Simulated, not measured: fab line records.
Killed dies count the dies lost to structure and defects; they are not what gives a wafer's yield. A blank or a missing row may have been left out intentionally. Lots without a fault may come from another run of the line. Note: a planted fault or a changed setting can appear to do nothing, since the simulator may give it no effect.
Chamber matching    flow nand-harc    3 sister chambers for NHARC_P_M1_DEP_33 on pecvd-02
The step deposits SiCN, target thk 30 nm. 3 wafers are shown with their chamber, then 9 later ones without.

## WAFERS PAIRED WITH THEIR CHAMBERS
wafer   chamber  heater-power-w (W)
L093.4  0        527
L093.5  1        652
L093.6  2        511

## WAFERS WHOSE CHAMBER IS MISSING
wafer   heater-power-w (W)
L095.1  532
L095.4  541
L095.6  596
L096.2  618
L096.5  667
L096.6  483
L097.2  617
L097.3  433
L097.5  610

## WHICH CHAMBER EACH WENT THROUGH
wafer   from the rows above           in truth
L095.1  can't be placed: 0 or 2       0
L095.4  can't be placed: 0 or 2       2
L095.6  can't be placed: 1 or 0 or 2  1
L096.2  can't be placed: 1 or 0 or 2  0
L096.5  1                             1
L096.6  can't be placed: 2 or 0       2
L097.2  can't be placed: 1 or 0 or 2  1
L097.3  can't be placed: 2 or 0       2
L097.5  can't be placed: 1 or 0 or 2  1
Correct placement for 1 of the 9. Unplaceable from these rows: 8, with the true chamber sitting among the candidates in 8. Placed wrongly: 0.
How it was worked out, from the rows above alone: a wafer's distance from a chamber is the root of the sum, over the readings, of the square of ((its reading less the chamber's mean) divided by the reading's scatter). The wafer belongs to the nearest chamber; if the next one is less than 2 further off, it can't be placed. Each chamber's mean is taken over the wafers shown for it. The scatter: with one shown wafer a chamber, the root of the mean of the squares of how far each hidden wafer lies from its nearest shown one.
